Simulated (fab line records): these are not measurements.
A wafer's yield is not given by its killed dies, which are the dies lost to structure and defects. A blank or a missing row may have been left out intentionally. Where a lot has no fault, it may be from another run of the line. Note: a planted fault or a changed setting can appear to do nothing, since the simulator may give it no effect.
Matching of chambers / flow n5_finfet / N5_BEOL_M3_ILD_DEP_00 on pecvd-03 has 3 sister chambers
The step deposits SiOC from DEMS/O2, target thk 79 nm, time 15.3 s. 6 wafers are shown with their chamber, then 12 later ones without.

## WAFERS WITH THEIR CHAMBER
wafer=L088.5; chamber=0; throttle_valve_pct (%)=12.9; heater_power_w (W)=386
wafer=L089.2; chamber=0; throttle_valve_pct (%)=12.7; heater_power_w (W)=429
wafer=L089.3; chamber=2; throttle_valve_pct (%)=11.7; heater_power_w (W)=406
wafer=L090.1; chamber=2; throttle_valve_pct (%)=11.9; heater_power_w (W)=369
wafer=L090.3; chamber=1; throttle_valve_pct (%)=11.9; heater_power_w (W)=552
wafer=L090.5; chamber=1; throttle_valve_pct (%)=12.3; heater_power_w (W)=545

## WAFERS WITHOUT THEIR CHAMBER
wafer=L091.2; throttle_valve_pct (%)=11.5; heater_power_w (W)=425
wafer=L091.5; throttle_valve_pct (%)=12.1; heater_power_w (W)=496
wafer=L091.6; throttle_valve_pct (%)=11.7; heater_power_w (W)=433
wafer=L093.2; throttle_valve_pct (%)=13.1; heater_power_w (W)=410
wafer=L093.3; throttle_valve_pct (%)=12.1; heater_power_w (W)=503
wafer=L093.4; throttle_valve_pct (%)=11.6; heater_power_w (W)=371
wafer=L095.2; throttle_valve_pct (%)=13.1; heater_power_w (W)=357
wafer=L095.5; throttle_valve_pct (%)=11.8; heater_power_w (W)=422
wafer=L095.6; throttle_valve_pct (%)=12.2; heater_power_w (W)=561
wafer=L096.4; throttle_valve_pct (%)=11.8; heater_power_w (W)=425
wafer=L096.5; throttle_valve_pct (%)=13.0; heater_power_w (W)=425
wafer=L096.6; throttle_valve_pct (%)=12.1; heater_power_w (W)=495

## CHAMBER TAKEN BY EACH
wafer=L091.2; from the rows above=2; in truth=2
wafer=L091.5; from the rows above=1; in truth=1
wafer=L091.6; from the rows above=2; in truth=2
wafer=L093.2; from the rows above=0; in truth=0
wafer=L093.3; from the rows above=1; in truth=1
wafer=L093.4; from the rows above=2; in truth=2
wafer=L095.2; from the rows above=0; in truth=0
wafer=L095.5; from the rows above=2; in truth=2
wafer=L095.6; from the rows above=1; in truth=1
wafer=L096.4; from the rows above=2; in truth=2
wafer=L096.5; from the rows above=0; in truth=0
wafer=L096.6; from the rows above=1; in truth=1
12 of 12 placed correctly. Not placeable from these rows: 0. Wrongly placed: 0.
How it was worked out, from the rows above alone: a wafer's distance from a chamber is the root of the sum, over the readings, of the square of ((its reading less the chamber's mean) divided by the reading's scatter). If the next closest chamber is less than 2 further off than the closest, the wafer can't be placed; otherwise it belongs to the closest. A chamber's mean is the mean of its shown wafers. The scatter is the square root of a quotient: the sum, over the shown wafers, of each reading's squared deviation from its chamber's mean, divided by wafers minus chambers.
